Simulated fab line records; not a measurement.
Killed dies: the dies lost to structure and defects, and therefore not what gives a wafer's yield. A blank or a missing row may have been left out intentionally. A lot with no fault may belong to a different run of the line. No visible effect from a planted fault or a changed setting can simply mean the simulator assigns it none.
Matching of chambers    flow n5Finfet    N5_BEOL_M14_STRIP_37 on rieDiel-04 has 4 sister chambers
The step strips in O2. 8 wafers are shown with their chamber, then 12 later ones without.

WAFERS WITH THEIR CHAMBER
wafer   chamber  throttleValvePct (%)  showerheadPlenumPTorr (Torr)
L076.6  3        16.87                 2.16
L080.5  3        16.85                 2.16
L083.6  1        16.55                 2.12
L087.4  2        16.40                 2.03
L087.5  0        16.09                 2.03
L093.1  1        16.62                 2.11
L093.2  2        16.44                 2.02
L093.3  0        16.11                 2.02

WAFERS WHOSE CHAMBER IS MISSING
wafer   throttleValvePct (%)  showerheadPlenumPTorr (Torr)
L093.4  16.41                 2.02
L093.5  16.16                 2.03
L093.6  16.59                 2.11
L092.1  16.37                 2.02
L092.2  16.11                 2.02
L092.3  16.59                 2.11
L092.4  16.61                 2.11
L092.5  16.14                 2.03
L092.6  16.42                 2.02
L094.3  16.17                 2.02
L094.5  16.11                 2.02
L094.6  16.64                 2.11

EACH ONE'S CHAMBER
wafer   from the rows above  in truth
L093.4  2                    2
L093.5  0                    0
L093.6  1                    1
L092.1  2                    2
L092.2  0                    0
L092.3  1                    1
L092.4  1                    1
L092.5  0                    0
L092.6  2                    2
L094.3  0                    0
L094.5  0                    0
L094.6  1                    1
12 of 12 placed correctly. Not placeable from these rows: 0. Wrongly placed: 0.
How it was worked out, from the rows above alone: a wafer's distance from a chamber is the root of the sum, over the readings, of the square of ((its reading less the chamber's mean) divided by the reading's scatter). If the next closest chamber is less than 2 further off than the closest, the wafer can't be placed; otherwise it belongs to the closest. The mean given for a chamber averages the wafers shown for that chamber. The scatter: the root of (the sum of the squares of (reading less its chamber's mean) over the shown wafers, divided by (wafers less chambers)).
